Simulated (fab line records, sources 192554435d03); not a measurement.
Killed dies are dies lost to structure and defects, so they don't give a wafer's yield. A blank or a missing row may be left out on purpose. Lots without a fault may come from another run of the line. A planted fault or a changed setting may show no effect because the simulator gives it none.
Which tool did it? | flow n5_finfet | 12 lots, 36 wafers sampled, at 2 steps of a route of 1938

WHAT THE GAUGES READ, wafer by wafer
N5_BEOL_M12_RS_MEAS_54: measures by four-point-probe.
lot  | measured     | on            | M12_RS (ohm/sq)
L075 | day 10 22:50 | film_metro-02 | 0.0621 0.0593 0.0602
L078 | day 11 18:19 | film_metro-02 | 0.0589 0.0592 0.0613
L080 | day 12 06:35 | film_metro-01 | 0.0596 0.0601 0.0598
L081 | day 12 16:00 | film_metro-02 | 0.0592 0.0588 0.0588
L083 | day 13 07:57 | film_metro-02 | 0.0608 0.0602 0.0610
L086 | day 13 22:12 | film_metro-01 | 0.0608 0.0593 0.0591
L085 | day 14 03:23 | film_metro-02 | 0.0595 0.0586 0.0597
L090 | day 15 03:13 | film_metro-02 | 0.0603 0.0600 0.0587
L091 | day 15 03:59 | film_metro-02 | 0.0600 0.0604 0.0606
L093 | day 16 10:41 | film_metro-01 | 0.0600 0.0603 0.0600
L094 | day 16 15:25 | film_metro-02 | 0.0598 0.0596 0.0601
L096 | day 17 01:57 | film_metro-01 | 0.0615 0.0597 0.0594

WHICH TOOL RAN EACH LOT (tool, then ch and the chambers of the sampled wafers, then the start)
lot  | N5_BEOL_M12_DEGAS_41
L075 | pvd_sputter-01, day 10 21:26
L078 | pvd_sputter-02, day 11 17:04
L080 | pvd_sputter-03, day 12 05:22
L081 | pvd_sputter-02, day 12 14:47
L083 | pvd_sputter-01, day 13 06:35
L086 | pvd_sputter-03, day 13 20:59
L085 | pvd_sputter-02, day 14 02:09
L090 | pvd_sputter-02, day 15 01:14
L091 | pvd_sputter-03, day 15 02:28
L093 | pvd_sputter-03, day 16 09:28
L094 | pvd_sputter-01, day 16 14:11
L096 | pvd_sputter-01, day 16 22:39
- N5_BEOL_M12_DEGAS_41: time 60 s.

THE ANSWER, worked out from the rows above alone
Rule: what is usual is taken from the lots themselves. Put in order of their means at a reading, lots are off if they are a third of the lots or fewer, leave a main group of 4 or more, and stand apart from it by a gap of 3 or more times the standard deviation of the main group's means; of several such gaps the widest counts. A main group whose means are all the same, to the digits that the tables above print for the reading, isn't used. A lot without any number at a reading at which 4 lots or more have one is off too. The other lots that the step has rows for count as sound.
No lot is off at any reading shown: from this, nothing can be told.

WHAT THE SIMULATOR HAD PUT IN
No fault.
